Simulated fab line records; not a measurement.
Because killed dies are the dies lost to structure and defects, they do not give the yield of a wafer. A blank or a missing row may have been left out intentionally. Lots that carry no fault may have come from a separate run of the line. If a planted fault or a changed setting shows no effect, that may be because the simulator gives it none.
fab line records + flow n5Finfet + part 1 of 2: steps 1 to 4 of 6
[record]
- lots = 21
- wafers = 63
- lastDay = 20
route steps=1938 shown BEOL_M13@1669 BEOL_M14@1732
lots untouched by any fault: they come from a run of this same line in which no faults occurred
startH: hours from the record's first day to the start of the lot's first wafer shown + waitH: hours from the lot's prior step to this one + " unchanged from the row above + L1.1+2: one row covering several wafers at once + - either no value or no given start + * or withheld: withheld + < > ~ a bound
route shown NAME@n: a module of which the file shows steps, and the number in the route of the first + usual: average and standard deviation across the fault-free wafers + same: alike in all rows + chamber/n: place in a boat + sites: each site's reading + _std_site: how widely they spread, as a standard deviation + _edge_site: inner sites' mean taken away from outer sites' mean + radiusMm: for every site, how far away it sits from the centre of the wafer + mask NAME#n: copy n + behind: the last tool/chamber to shape the wafer + hold: why the lot went on hold/how many hours it stayed there/how the hold came to an end + device: which transistor (n, p or np) failed to switch + end of line: the tests these same wafers got at the end of their route + a step with no rows: only its recipe + killed: dies lost to structure and defects at the first sort, not the wafer's yield + map: the dies of a wafer, with x for killed, . for not killed, _ for no die there
set.NAME: the setting as run; set.NAME@STEP: as run at that earlier step + model.NAME: the simulator's own value behind a step, which no gauge read
steps of the route over a sample of lots; a table a step, a row a wafer
services: from which hour (startH, from the record's first day; less than 0 if before it) a tool's chamber was out of use, for how many hours, and why
[[steps]]
[step N5_BEOL_M13_CD_MEAS_10]
[recipe]
- targetCdNm = 190
- landingEnergyEv = 500
- detector = seInlens
- polarity = opening
[usual]
- cdNm = 188.8/1.6
| lot.wafer | tool     | chamber | startH | waitH | cdNm  |
|-----------|----------|---------|--------|-------|-------|
| L074.4    | cdSem-01 | 0       | 258.28 | -     | 188.4 |
| L074.5    | "        | 0       | "      | "     | 189.2 |
| L074.6    | "        | 0       | "      | "     | 189.2 |
| L075.2    | cdSem-01 | 0       | 259.33 | -     | 187.1 |
| L075.4    | "        | 0       | "      | "     | 188.2 |
| L075.6    | "        | 0       | "      | "     | 187.6 |
| L076.1    | cdSem-03 | 0       | 265.06 | -     | 188.4 |
| L076.2    | "        | 0       | "      | "     | 187.9 |
| L076.5    | "        | 0       | "      | "     | 187.0 |
| L079.1    | cdSem-02 | 0       | 272.37 | -     | 189.4 |
| L079.2    | "        | 0       | "      | "     | 188.9 |
| L079.6    | "        | 0       | "      | "     | 189.4 |
| L077.1    | cdSem-01 | 0       | 284.38 | -     | 188.5 |
| L077.3    | "        | 0       | "      | "     | 187.8 |
| L077.5    | "        | 0       | "      | "     | 188.6 |
| L078.2    | cdSem-01 | 0       | 294.76 | -     | 188.4 |
| L078.4    | "        | 0       | "      | "     | 188.5 |
| L078.5    | "        | 0       | "      | "     | 187.4 |
| L081.3    | cdSem-01 | 0       | 297.51 | -     | 186.7 |
| L081.4    | "        | 0       | "      | "     | 187.5 |
| L081.5    | "        | 0       | "      | "     | 186.9 |
| L082.2    | cdSem-01 | 0       | 308.30 | -     | 189.9 |
| L082.3    | "        | 0       | "      | "     | 189.2 |
| L082.5    | "        | 0       | "      | "     | 190.0 |
| L083.1    | cdSem-01 | 0       | 308.93 | -     | 188.4 |
| L083.5    | "        | 0       | "      | "     | 189.0 |
| L083.6    | "        | 0       | "      | "     | 188.9 |
| L084.1    | cdSem-02 | 0       | 314.99 | -     | 189.3 |
| L084.3    | "        | 0       | "      | "     | 189.6 |
| L084.6    | "        | 0       | "      | "     | 191.3 |
| L086.3    | cdSem-02 | 0       | 331.98 | -     | 188.8 |
| L086.4    | "        | 0       | "      | "     | 189.4 |
| L086.5    | "        | 0       | "      | "     | 187.1 |
| L087.3    | cdSem-03 | 0       | 337.47 | -     | 186.5 |
| L087.5    | "        | 0       | "      | "     | 186.8 |
| L087.6    | "        | 0       | "      | "     | 186.8 |
| L090.2    | cdSem-02 | 0       | 341.35 | -     | 187.8 |
| L090.3    | "        | 0       | "      | "     | 186.8 |
| L090.4    | "        | 0       | "      | "     | 185.9 |
| L089.1    | cdSem-03 | 0       | 346.96 | -     | 188.8 |
| L089.3    | "        | 0       | "      | "     | 188.7 |
| L089.4    | "        | 0       | "      | "     | 186.7 |
| L092.2    | cdSem-03 | 0       | 355.08 | -     | 190.5 |
| L092.5    | "        | 0       | "      | "     | 190.0 |
| L092.6    | "        | 0       | "      | "     | 190.7 |
| L091.3    | cdSem-01 | 0       | 362.53 | -     | 188.0 |
| L091.5    | "        | 0       | "      | "     | 190.2 |
| L091.6    | "        | 0       | "      | "     | 188.4 |
| L093.1    | cdSem-01 | 0       | 365.47 | -     | 187.2 |
| L093.4    | "        | 0       | "      | "     | 187.7 |
| L093.5    | "        | 0       | "      | "     | 186.0 |
| L095.2    | cdSem-02 | 0       | 377.18 | -     | 190.1 |
| L095.3    | "        | 0       | "      | "     | 190.7 |
| L095.5    | "        | 0       | "      | "     | 189.5 |
| L094.1    | cdSem-01 | 0       | 377.94 | -     | 191.2 |
| L094.5    | "        | 0       | "      | "     | 190.0 |
| L094.6    | "        | 0       | "      | "     | 191.5 |
| L096.1    | cdSem-01 | 0       | 399.07 | -     | 191.0 |
| L096.3    | "        | 0       | "      | "     | 191.1 |
| L096.5    | "        | 0       | "      | "     | 189.7 |
| L097.1    | cdSem-01 | 0       | 439.27 | -     | 194.2 |
| L097.2    | "        | 0       | "      | "     | 191.8 |
| L097.3    | "        | 0       | "      | "     | 193.8 |
[step N5_BEOL_M13_STRIP_63]
[recipe]
- chemistry = N2/H2
- powerW = 1000
- tempC = 250
- h2Frac = 0.65
- overashFraction = 0.3
- pressureMtorr = 1000
- n2FlowSccm = 1750
- h2FlowSccm = 3250
[usual]
- drypumpMotorCurrentA = 5.7/0.33
- heaterPowerW = 316/41
- n2FlowSccm = 1750/4.7
- oesProductAu = 0.674/0.0053
- stripTimeToEndpointS = 27.6/1.1
| lot.wafer | tool           | chamber | startH | waitH | drypumpMotorCurrentA | heaterPowerW | n2FlowSccm | oesProductAu | rfHoursCounterH | stripTimeToEndpointS |
|-----------|----------------|---------|--------|-------|----------------------|--------------|------------|--------------|-----------------|----------------------|
| L074.4    | plasmaAsher-01 | 0       | 258.70 | -     | 5.2                  | 374          | 1752       | 0.675        | -               | 27.6                 |
| L074.5    | "              | 0       | "      | "     | 5.2                  | 364          | 1749       | 0.679        | -               | 26.6                 |
| L074.6    | "              | 1       | "      | "     | 5.6                  | 263          | 1748       | 0.671        | -               | 25.2                 |
| L075.2    | plasmaAsher-01 | 1       | 259.86 | -     | 5.7                  | 258          | 1759       | 0.672        | 70              | 30.1                 |
| L075.4    | "              | 0       | "      | "     | 5.2                  | 368          | 1751       | 0.679        | -               | 27.4                 |
| L075.6    | "              | 1       | "      | "     | 5.7                  | 257          | 1758       | 0.667        | -               | 27.0                 |
| L076.1    | plasmaAsher-02 | 0       | 265.47 | -     | 6.1                  | 327          | 1753       | 0.668        | 127             | 26.7                 |
| L076.2    | "              | 1       | "      | "     | 5.8                  | 317          | 1754       | 0.669        | 127             | 26.6                 |
| L076.5    | "              | 1       | "      | "     | 5.8                  | 321          | 1759       | 0.668        | -               | 26.3                 |
| L079.1    | plasmaAsher-01 | 0       | 272.78 | -     | 5.2                  | 370          | 1757       | 0.671        | 73              | 27.1                 |
| L079.2    | "              | 1       | "      | "     | 5.7                  | 262          | 1748       | 0.664        | 73              | 27.9                 |
| L079.6    | "              | 0       | "      | "     | 5.2                  | 359          | 1754       | 0.673        | -               | 26.4                 |
| L077.1    | plasmaAsher-02 | 1       | 284.79 | -     | 5.8                  | 312          | 1745       | 0.677        | 130             | 28.6                 |
| L077.3    | "              | 1       | "      | "     | 5.8                  | 313          | 1747       | 0.674        | -               | 28.5                 |
| L077.5    | "              | 1       | "      | "     | 5.8                  | 316          | 1743       | 0.676        | -               | 28.3                 |
| L078.2    | plasmaAsher-01 | 1       | 295.25 | -     | 5.6                  | 264          | 1752       | 0.680        | 78              | 29.0                 |
| L078.4    | "              | 0       | "      | "     | 5.2                  | 363          | 1754       | 0.675        | -               | 27.3                 |
| L078.5    | "              | 1       | "      | "     | 5.7                  | 262          | 1750       | 0.671        | -               | 27.0                 |
| L081.3    | plasmaAsher-02 | 1       | 297.94 | -     | 5.8                  | 316          | 1758       | 0.674        | -               | 29.3                 |
| L081.4    | "              | 0       | "      | "     | 6.1                  | 316          | 1752       | 0.661        | -               | 27.1                 |
| L081.5    | "              | 1       | "      | "     | 5.8                  | 321          | 1746       | 0.675        | -               | 27.7                 |
| L082.2    | plasmaAsher-02 | 1       | 308.71 | -     | 5.8                  | 312          | 1745       | 0.678        | 135             | 28.7                 |
| L082.3    | "              | 1       | "      | "     | 5.8                  | 321          | 1748       | 0.676        | -               | 27.2                 |
| L082.5    | "              | 1       | "      | "     | 5.8                  | 314          | 1747       | 0.673        | -               | 26.8                 |
| L083.1    | plasmaAsher-02 | 0       | 309.34 | -     | 6.1                  | 327          | 1752       | 0.676        | 135             | 27.5                 |
| L083.5    | "              | 0       | "      | "     | 6.1                  | 326          | 1747       | 0.664        | -               | 25.2                 |
| L083.6    | "              | 1       | "      | "     | 5.8                  | 313          | 1744       | 0.676        | -               | 26.4                 |
| L084.1    | plasmaAsher-02 | 0       | 315.43 | -     | 6.1                  | 330          | 1743       | 0.666        | 136             | 28.4                 |
| L084.3    | "              | 0       | "      | "     | 6.0                  | 336          | 1746       | 0.681        | -               | 28.9                 |
| L084.6    | "              | 0       | "      | "     | 6.1                  | 331          | 1752       | 0.674        | -               | 28.9                 |
| L086.3    | plasmaAsher-01 | 1       | 332.41 | -     | 5.7                  | 257          | 1753       | 0.677        | -               | 28.4                 |
| L086.4    | "              | 0       | "      | "     | 5.2                  | 366          | 1753       | 0.674        | -               | 28.8                 |
| L086.5    | "              | 1       | "      | "     | 5.7                  | 254          | 1749       | 0.679        | -               | 26.4                 |
| L087.3    | plasmaAsher-01 | 0       | 337.90 | -     | 5.2                  | 357          | 1754       | 0.672        | -               | 27.1                 |
| L087.5    | "              | 0       | "      | "     | 5.2                  | 370          | 1752       | 0.673        | -               | 27.4                 |
| L087.6    | "              | 1       | "      | "     | 5.6                  | 259          | 1742       | 0.677        | -               | 26.3                 |
| L090.2    | plasmaAsher-02 | 0       | 341.90 | -     | 6.2                  | 331          | 1746       | 0.671        | 141             | 27.8                 |
| L090.3    | "              | 1       | "      | "     | 5.8                  | 318          | 1747       | 0.679        | -               | 27.9                 |
| L090.4    | "              | 0       | "      | "     | 6.2                  | 330          | 1745       | 0.667        | -               | 25.9                 |
| L089.1    | plasmaAsher-01 | 0       | 347.44 | -     | 5.2                  | 369          | 1751       | 0.674        | 89              | 28.4                 |
| L089.3    | "              | 0       | "      | "     | 5.2                  | 362          | 1764       | 0.675        | -               | 27.0                 |
| L089.4    | "              | 1       | "      | "     | 5.7                  | 258          | 1752       | 0.668        | -               | 25.6                 |
| L092.2    | plasmaAsher-01 | 0       | 355.84 | -     | 5.2                  | 360          | 1751       | 0.671        | 90              | 26.8                 |
| L092.5    | "              | 0       | "      | "     | 5.2                  | 356          | 1748       | 0.680        | -               | 27.6                 |
| L092.6    | "              | 1       | "      | "     | 5.6                  | 255          | 1752       | 0.670        | -               | 27.3                 |
| L091.3    | plasmaAsher-01 | 0       | 362.95 | -     | 5.2                  | 367          | 1753       | 0.681        | -               | 27.4                 |
| L091.5    | "              | 0       | "      | "     | 5.2                  | 360          | 1754       | 0.666        | -               | 27.5                 |
| L091.6    | "              | 1       | "      | "     | 5.7                  | 265          | 1754       | 0.673        | -               | 27.1                 |
| L093.1    | plasmaAsher-01 | 1       | 365.89 | -     | 5.6                  | 256          | 1741       | 0.672        | 93              | 29.1                 |
| L093.4    | "              | 1       | "      | "     | 5.6                  | 257          | 1745       | 0.687        | -               | 29.5                 |
| L093.5    | "              | 1       | "      | "     | 5.6                  | 257          | 1744       | 0.665        | -               | 27.2                 |
| L095.2    | plasmaAsher-01 | 1       | 377.64 | -     | 5.7                  | 258          | 1748       | 0.667        | 95              | 26.4                 |
| L095.3    | "              | 0       | "      | "     | 5.2                  | 364          | 1754       | 0.666        | -               | 27.5                 |
| L095.5    | "              | 1       | "      | "     | 5.6                  | 259          | 1738       | 0.661        | -               | 26.3                 |
| L094.1    | plasmaAsher-01 | 1       | 378.35 | -     | 5.6                  | 260          | 1742       | 0.676        | 95              | 27.5                 |
| L094.5    | "              | 1       | "      | "     | 5.6                  | 261          | 1748       | 0.672        | -               | 27.8                 |
| L094.6    | "              | 0       | "      | "     | 5.2                  | 363          | 1759       | 0.668        | -               | 27.0                 |
| L096.1    | plasmaAsher-02 | 1       | 399.57 | -     | 5.8                  | 319          | 1751       | 0.671        | 153             | 28.7                 |
| L096.3    | "              | 1       | "      | "     | 5.8                  | 317          | 1750       | 0.689        | -               | 28.9                 |
| L096.5    | "              | 0       | "      | "     | 6.1                  | 325          | 1747       | 0.673        | -               | 27.3                 |
| L097.1    | plasmaAsher-02 | 0       | 439.86 | -     | 6.2                  | 327          | 1754       | 0.675        | 160             | 28.4                 |
| L097.2    | "              | 1       | "      | "     | 5.8                  | 314          | 1751       | 0.677        | 160             | 27.4                 |
| L097.3    | "              | 1       | "      | "     | 5.8                  | 306          | 1752       | 0.668        | -               | 26.9                 |
[step N5_BEOL_M13_STRIP_64]
[recipe]
- chemistry = N2/H2
- powerW = 1000
- tempC = 250
- h2Frac = 0.65
- overashFraction = 0.3
- pressureMtorr = withheld
- n2FlowSccm = 1750
- h2FlowSccm = 3250
[usual]
- drypumpMotorCurrentA = 5.7/0.34
- heaterPowerW = 315/41
- n2FlowSccm = 1750/4.9
- oesProductAu = 0.715/0.0042
- stripTimeToEndpointS = 31.35/0.078
| lot.wafer | tool           | chamber | startH | waitH | drypumpMotorCurrentA | heaterPowerW | n2FlowSccm | oesProductAu | rfHoursCounterH | stripTimeToEndpointS |
|-----------|----------------|---------|--------|-------|----------------------|--------------|------------|--------------|-----------------|----------------------|
| L074.4    | plasmaAsher-01 | 0       | 258.76 | 0.0   | 5.2                  | 362          | 1744       | 0.718        | -               | 31.35                |
| L074.5    | "              | 0       | "      | "     | 5.2                  | 358          | 1752       | 0.720        | -               | 31.35                |
| L074.6    | "              | 1       | "      | "     | 5.6                  | 256          | 1754       | 0.715        | -               | 31.38                |
| L075.2    | plasmaAsher-01 | 1       | 259.92 | 0.0   | 5.6                  | 256          | 1746       | 0.723        | 70              | 31.35                |
| L075.4    | "              | 0       | "      | "     | 5.2                  | 357          | 1745       | 0.717        | -               | 31.35                |
| L075.6    | "              | 1       | "      | "     | 5.7                  | 253          | 1741       | 0.715        | -               | 31.26                |
| L076.1    | plasmaAsher-02 | 0       | 265.53 | 0.0   | 6.2                  | 317          | 1749       | 0.717        | 127             | 31.34                |
| L076.2    | "              | 1       | "      | "     | 5.8                  | 318          | 1746       | 0.718        | 127             | 31.30                |
| L076.5    | "              | 1       | "      | "     | 5.8                  | 308          | 1750       | 0.715        | -               | 31.27                |
| L079.1    | plasmaAsher-01 | 0       | 272.84 | 0.0   | 5.2                  | 365          | 1750       | 0.716        | 73              | 31.34                |
| L079.2    | "              | 1       | "      | "     | 5.6                  | 262          | 1751       | 0.719        | 73              | 31.35                |
| L079.6    | "              | 0       | "      | "     | 5.2                  | 355          | 1756       | 0.712        | -               | 31.26                |
| L077.1    | plasmaAsher-02 | 1       | 284.85 | 0.0   | 5.8                  | 313          | 1742       | 0.723        | 130             | 31.37                |
| L077.3    | "              | 1       | "      | "     | 5.8                  | 318          | 1738       | 0.710        | -               | 31.42                |
| L077.5    | "              | 1       | "      | "     | 5.8                  | 319          | 1739       | 0.715        | -               | 31.27                |
| L078.2    | plasmaAsher-01 | 1       | 295.31 | 0.0   | 5.7                  | 261          | 1747       | 0.717        | 78              | 31.40                |
| L078.4    | "              | 0       | "      | "     | 5.2                  | 362          | 1751       | 0.717        | -               | 31.45                |
| L078.5    | "              | 1       | "      | "     | 5.7                  | 256          | 1744       | 0.719        | -               | 31.42                |
| L081.3    | plasmaAsher-02 | 1       | 298.00 | 0.0   | 5.8                  | 317          | 1748       | 0.715        | -               | 31.43                |
| L081.4    | "              | 0       | "      | "     | 6.2                  | 324          | 1748       | 0.720        | -               | 31.41                |
| L081.5    | "              | 1       | "      | "     | 5.8                  | 309          | 1752       | 0.708        | -               | 31.36                |
| L082.2    | plasmaAsher-02 | 1       | 308.77 | 0.0   | 5.8                  | 320          | 1748       | 0.726        | 135             | 31.36                |
| L082.3    | "              | 1       | "      | "     | 5.8                  | 317          | 1761       | 0.715        | -               | 31.43                |
| L082.5    | "              | 1       | "      | "     | 5.8                  | 313          | 1749       | 0.711        | -               | 31.36                |
| L083.1    | plasmaAsher-02 | 0       | 309.40 | 0.0   | 6.1                  | 334          | 1740       | 0.703        | 135             | 31.34                |
| L083.5    | "              | 0       | "      | "     | 6.1                  | 324          | 1743       | 0.717        | -               | 31.32                |
| L083.6    | "              | 1       | "      | "     | 5.8                  | 315          | 1750       | 0.714        | -               | 31.40                |
| L084.1    | plasmaAsher-02 | 0       | 315.49 | 0.0   | 6.1                  | 326          | 1751       | 0.721        | 136             | 31.44                |
| L084.3    | "              | 0       | "      | "     | 6.1                  | 320          | 1760       | 0.706        | -               | 31.45                |
| L084.6    | "              | 0       | "      | "     | 6.1                  | 324          | 1761       | 0.715        | -               | 31.39                |
| L086.3    | plasmaAsher-01 | 1       | 332.47 | 0.0   | 5.7                  | 258          | 1750       | 0.721        | -               | 31.31                |
| L086.4    | "              | 0       | "      | "     | 5.2                  | 363          | 1743       | 0.709        | -               | 31.36                |
| L086.5    | "              | 1       | "      | "     | 5.7                  | 264          | 1751       | 0.717        | -               | 31.36                |
| L087.3    | plasmaAsher-01 | 0       | 337.96 | 0.0   | 5.2                  | 362          | 1753       | 0.712        | -               | 31.44                |
| L087.5    | "              | 0       | "      | "     | 5.2                  | 354          | 1749       | 0.713        | -               | 31.37                |
| L087.6    | "              | 1       | "      | "     | 5.6                  | 258          | 1748       | 0.715        | -               | 31.35                |
| L090.2    | plasmaAsher-02 | 0       | 341.96 | 0.0   | 6.1                  | 328          | 1746       | 0.718        | 141             | 31.33                |
| L090.3    | "              | 1       | "      | "     | 5.8                  | 308          | 1754       | 0.716        | -               | 31.34                |
| L090.4    | "              | 0       | "      | "     | 6.1                  | 332          | 1749       | 0.714        | -               | 31.38                |
| L089.1    | plasmaAsher-01 | 0       | 347.50 | 0.0   | 5.2                  | 371          | 1754       | 0.715        | 89              | 31.26                |
| L089.3    | "              | 0       | "      | "     | 5.2                  | 371          | 1751       | 0.714        | -               | 31.12                |
| L089.4    | "              | 1       | "      | "     | 5.6                  | 254          | 1750       | 0.721        | -               | 31.28                |
| L092.2    | plasmaAsher-01 | 0       | 355.90 | 0.0   | 5.2                  | 363          | 1756       | 0.713        | 90              | 31.41                |
| L092.5    | "              | 0       | "      | "     | 5.1                  | 356          | 1754       | 0.714        | -               | 31.39                |
| L092.6    | "              | 1       | "      | "     | 5.7                  | 264          | 1752       | 0.711        | -               | 31.42                |
| L091.3    | plasmaAsher-01 | 0       | 363.01 | 0.0   | 5.2                  | 371          | 1752       | 0.716        | -               | 31.35                |
| L091.5    | "              | 0       | "      | "     | 5.2                  | 361          | 1744       | 0.713        | -               | 31.25                |
| L091.6    | "              | 1       | "      | "     | 5.7                  | 255          | 1745       | 0.714        | -               | 31.22                |
| L093.1    | plasmaAsher-01 | 1       | 365.95 | 0.0   | 5.7                  | 255          | 1744       | 0.712        | 93              | 31.43                |
| L093.4    | "              | 1       | "      | "     | 5.7                  | 255          | 1757       | 0.716        | -               | 31.45                |
| L093.5    | "              | 1       | "      | "     | 5.7                  | 255          | 1750       | 0.711        | -               | 31.46                |
| L095.2    | plasmaAsher-01 | 1       | 377.70 | 0.0   | 5.6                  | 257          | 1752       | 0.712        | 95              | 31.38                |
| L095.3    | "              | 0       | "      | "     | 5.2                  | 356          | 1752       | 0.717        | -               | 31.30                |
| L095.5    | "              | 1       | "      | "     | 5.6                  | 260          | 1749       | 0.719        | -               | 31.36                |
| L094.1    | plasmaAsher-01 | 1       | 378.41 | 0.0   | 5.7                  | 260          | 1746       | 0.717        | 95              | 31.44                |
| L094.5    | "              | 1       | "      | "     | 5.6                  | 266          | 1746       | 0.726        | -               | 31.51                |
| L094.6    | "              | 0       | "      | "     | 5.2                  | 363          | 1744       | 0.728        | -               | 31.46                |
| L096.1    | plasmaAsher-02 | 1       | 399.63 | 0.0   | 5.8                  | 313          | 1742       | 0.716        | 153             | 31.54                |
| L096.3    | "              | 1       | "      | "     | 5.8                  | 311          | 1752       | 0.706        | -               | 31.52                |
| L096.5    | "              | 0       | "      | "     | 6.1                  | 324          | 1747       | 0.715        | -               | 31.40                |
| L097.1    | plasmaAsher-02 | 0       | 439.92 | 0.0   | 6.1                  | 332          | 1749       | 0.717        | 160             | 31.24                |
| L097.2    | "              | 1       | "      | "     | 5.8                  | 317          | 1747       | 0.716        | 160             | 31.23                |
| L097.3    | "              | 1       | "      | "     | 5.8                  | 308          | 1747       | 0.715        | -               | 31.25                |
[step N5_BEOL_M13_ETCH_67]
[recipe]
- chemistry = CF4
- target = SiARC
- targetDepthA = 1430
- timeS = 238.3
- ionEnergyEv = 80
- pressureMtorr = 40
- sourceW = 545
- biasW = 36
- Ar_flow_sccm = 100
- cf4FlowSccm = 100
- ends = cleared
[usual]
- drypumpMotorCurrentA = 5.7/0.43
- etchRfOnTimeS = 238/5.7
- oesProductAu = 0.65/0.052
- rfVppV = 183.9/1.2
- showerheadPlenumPTorr = 2.13/0.074
- throttleValvePct = 15.61/0.16
| lot.wafer | tool       | chamber | startH | waitH | drypumpMotorCurrentA | etchRfOnTimeS | oesProductAu | rfHoursCounterH | rfVppV | showerheadPlenumPTorr | throttleValvePct |
|-----------|------------|---------|--------|-------|----------------------|---------------|--------------|-----------------|--------|-----------------------|------------------|
| L074.4    | rieDiel-05 | 2       | 259.35 | 0.0   | 4.8                  | 236           | 0.72         | 73              | 185.1  | 2.18                  | 15.53            |
| L074.5    | "          | 1       | "      | "     | 6.5                  | 237           | 0.75         | -               | 183.8  | 2.10                  | 15.37            |
| L074.6    | "          | 0       | "      | "     | 5.6                  | 242           | 0.59         | -               | 185.4  | 2.12                  | 15.84            |
| L075.2    | rieDiel-03 | 2       | 260.64 | 0.0   | 6.1                  | 233           | 0.63         | 190             | 184.9  | 2.05                  | 15.40            |
| L075.4    | "          | 1       | "      | "     | 5.3                  | 225           | 0.73         | 64              | 183.1  | 2.09                  | 15.40            |
| L075.6    | "          | 2       | "      | "     | 6.1                  | 232           | 0.63         | -               | 182.1  | 2.05                  | 15.40            |
| L076.1    | rieDiel-05 | 1       | 266.32 | 0.0   | 6.5                  | 238           | 0.74         | 31              | 183.7  | 2.10                  | 15.38            |
| L076.2    | "          | 3       | "      | "     | 6.1                  | 242           | 0.64         | 176             | 183.6  | 2.12                  | 15.54            |
| L076.5    | "          | 2       | "      | "     | 4.9                  | 237           | 0.71         | -               | 183.0  | 2.18                  | 15.53            |
| L079.1    | rieDiel-06 | 3       | 273.57 | 0.0   | 5.7                  | 245           | 0.61         | 182             | 184.5  | 2.22                  | 15.68            |
| L079.2    | "          | 1       | "      | "     | 5.5                  | 232           | 0.67         | 146             | 183.3  | 1.98                  | 15.77            |
| L079.6    | "          | 0       | "      | "     | 5.9                  | 236           | 0.63         | -               | 183.0  | 2.22                  | 15.58            |
| L077.1    | rieDiel-03 | 1       | 285.45 | 0.0   | 5.4                  | 232           | 0.72         | 72              | 184.3  | 2.09                  | 15.40            |
| L077.3    | "          | 2       | "      | "     | 6.1                  | 240           | 0.62         | 198             | 183.8  | 2.05                  | 15.40            |
| L077.5    | "          | 0       | "      | "     | 5.5                  | 241           | 0.62         | -               | 182.0  | 2.12                  | 15.54            |
| L078.2    | rieDiel-06 | 2       | 296.03 | 0.0   | 6.1                  | 239           | 0.64         | 141             | 183.7  | 2.15                  | 15.83            |
| L078.4    | "          | 1       | "      | "     | 5.6                  | 234           | 0.65         | -               | 182.7  | 1.98                  | 15.78            |
| L078.5    | "          | 2       | "      | "     | 6.1                  | 241           | 0.64         | -               | 184.9  | 2.15                  | 15.85            |
| L081.3    | rieDiel-06 | 2       | 298.70 | 0.0   | 6.0                  | 239           | 0.64         | 143             | 185.1  | 2.15                  | 15.83            |
| L081.4    | "          | 0       | "      | "     | 5.9                  | 237           | 0.62         | -               | 185.4  | 2.21                  | 15.57            |
| L081.5    | "          | 1       | "      | "     | 5.6                  | 231           | 0.66         | -               | 181.4  | 1.98                  | 15.79            |
| L082.2    | rieDiel-06 | 3       | 309.37 | 0.0   | 5.7                  | 248           | 0.60         | 190             | 184.6  | 2.22                  | 15.68            |
| L082.3    | "          | 1       | "      | "     | 5.5                  | 233           | 0.66         | 157             | 182.2  | 1.98                  | 15.78            |
| L082.5    | "          | 0       | "      | "     | 5.9                  | 236           | 0.63         | -               | 185.1  | 2.21                  | 15.57            |
| L083.1    | rieDiel-03 | 0       | 310.15 | 0.0   | 5.5                  | 236           | 0.62         | 207             | 183.4  | 2.12                  | 15.56            |
| L083.5    | "          | 2       | "      | "     | 6.1                  | 235           | 0.61         | -               | 183.0  | 2.05                  | 15.42            |
| L083.6    | "          | 1       | "      | "     | 5.4                  | 227           | 0.72         | -               | 184.6  | 2.08                  | 15.41            |
| L084.1    | rieDiel-03 | 1       | 316.21 | 0.0   | 5.4                  | 230           | 0.71         | 82              | 184.2  | 2.08                  | 15.43            |
| L084.3    | "          | 2       | "      | "     | 6.1                  | 233           | 0.62         | 208             | 181.0  | 2.04                  | 15.42            |
| L084.6    | "          | 2       | "      | "     | 6.1                  | 233           | 0.62         | -               | 183.4  | 2.04                  | 15.40            |
| L086.3    | rieDiel-03 | 3       | 333.05 | 0.0   | 5.1                  | 248           | 0.64         | 138             | 184.3  | 2.24                  | 15.72            |
| L086.4    | "          | 1       | "      | "     | 5.4                  | 230           | 0.71         | 88              | 182.7  | 2.08                  | 15.44            |
| L086.5    | "          | 0       | "      | "     | 5.5                  | 238           | 0.61         | -               | 184.3  | 2.11                  | 15.55            |
| L087.3    | rieDiel-06 | 3       | 338.66 | 0.0   | 5.7                  | 247           | 0.61         | 198             | 184.6  | 2.21                  | 15.70            |
| L087.5    | "          | 0       | "      | "     | 5.9                  | 236           | 0.62         | -               | 184.4  | 2.21                  | 15.59            |
| L087.6    | "          | 3       | "      | "     | 5.7                  | 248           | 0.61         | -               | 185.2  | 2.21                  | 15.71            |
| L090.2    | rieDiel-03 | 3       | 342.68 | 0.0   | 5.1                  | 248           | 0.65         | 141             | 184.0  | 2.24                  | 15.73            |
| L090.3    | "          | 2       | "      | "     | 6.1                  | 233           | 0.61         | 217             | 182.7  | 2.04                  | 15.44            |
| L090.4    | "          | 0       | "      | "     | 5.4                  | 237           | 0.61         | 217             | 183.7  | 2.11                  | 15.58            |
| L089.1    | rieDiel-03 | 3       | 348.10 | 0.0   | 5.1                  | 244           | 0.65         | 143             | 185.4  | 2.24                  | 15.73            |
| L089.3    | "          | 0       | "      | "     | 5.5                  | 233           | 0.61         | 219             | 183.0  | 2.11                  | 15.56            |
| L089.4    | "          | 1       | "      | "     | 5.4                  | 228           | 0.71         | 92              | 183.7  | 2.08                  | 15.46            |
| L092.2    | rieDiel-05 | 0       | 356.50 | 0.0   | 5.6                  | 231           | 0.83         | 2               | 184.4  | 2.11                  | 15.39            |
| L092.5    | "          | 0       | "      | "     | 5.6                  | 232           | 0.84         | -               | 184.1  | 2.11                  | 15.38            |
| L092.6    | "          | 1       | "      | "     | 6.5                  | 238           | 0.71         | -               | 182.5  | 2.09                  | 15.43            |
| L091.3    | rieDiel-06 | 2       | 363.72 | 0.0   | 6.0                  | 240           | 0.62         | 163             | 183.7  | 2.14                  | 15.89            |
| L091.5    | "          | 3       | "      | "     | 5.7                  | 247           | 0.60         | -               | 184.6  | 2.21                  | 15.70            |
| L091.6    | "          | 2       | "      | "     | 6.1                  | 240           | 0.62         | -               | 184.9  | 2.14                  | 15.90            |
| L093.1    | rieDiel-06 | 3       | 366.54 | 0.0   | 5.7                  | 250           | 0.60         | 207             | 185.2  | 2.21                  | 15.70            |
| L093.4    | "          | 2       | "      | "     | 6.0                  | 241           | 0.62         | 164             | 183.5  | 2.14                  | 15.91            |
| L093.5    | "          | 3       | "      | "     | 5.7                  | 248           | 0.60         | -               | 183.5  | 2.21                  | 15.71            |
| L095.2    | rieDiel-05 | 3       | 378.37 | 0.0   | 6.1                  | 245           | 0.62         | 209             | 182.5  | 2.11                  | 15.62            |
| L095.3    | "          | 0       | "      | "     | 5.6                  | 236           | 0.80         | 8               | 183.0  | 2.11                  | 15.41            |
| L095.5    | "          | 1       | "      | "     | 6.5                  | 238           | 0.70         | -               | 182.6  | 2.09                  | 15.46            |
| L094.1    | rieDiel-05 | 2       | 379.52 | 0.0   | 4.9                  | 238           | 0.68         | 108             | 185.1  | 2.17                  | 15.60            |
| L094.5    | "          | 2       | "      | "     | 4.8                  | 237           | 0.68         | -               | 184.6  | 2.17                  | 15.59            |
| L094.6    | "          | 1       | "      | "     | 6.5                  | 239           | 0.70         | -               | 182.7  | 2.08                  | 15.44            |
| L096.1    | rieDiel-03 | 1       | 400.23 | 0.0   | 5.4                  | 228           | 0.70         | 104             | 183.6  | 2.08                  | 15.49            |
| L096.3    | "          | 3       | "      | "     | 5.1                  | 247           | 0.64         | 161             | 184.5  | 2.23                  | 15.74            |
| L096.5    | "          | 2       | "      | "     | 6.1                  | 234           | 0.60         | -               | 182.6  | 2.04                  | 15.48            |
| L097.1    | rieDiel-06 | 2       | 440.52 | 0.0   | 6.1                  | 242           | 0.61         | 182             | 184.5  | 2.14                  | 15.93            |
| L097.2    | "          | 1       | "      | "     | 5.5                  | 232           | 0.64         | 189             | 181.5  | 1.97                  | 15.86            |
| L097.3    | "          | 3       | "      | "     | 5.7                  | 247           | 0.59         | 223             | 186.6  | 2.21                  | 15.73            |
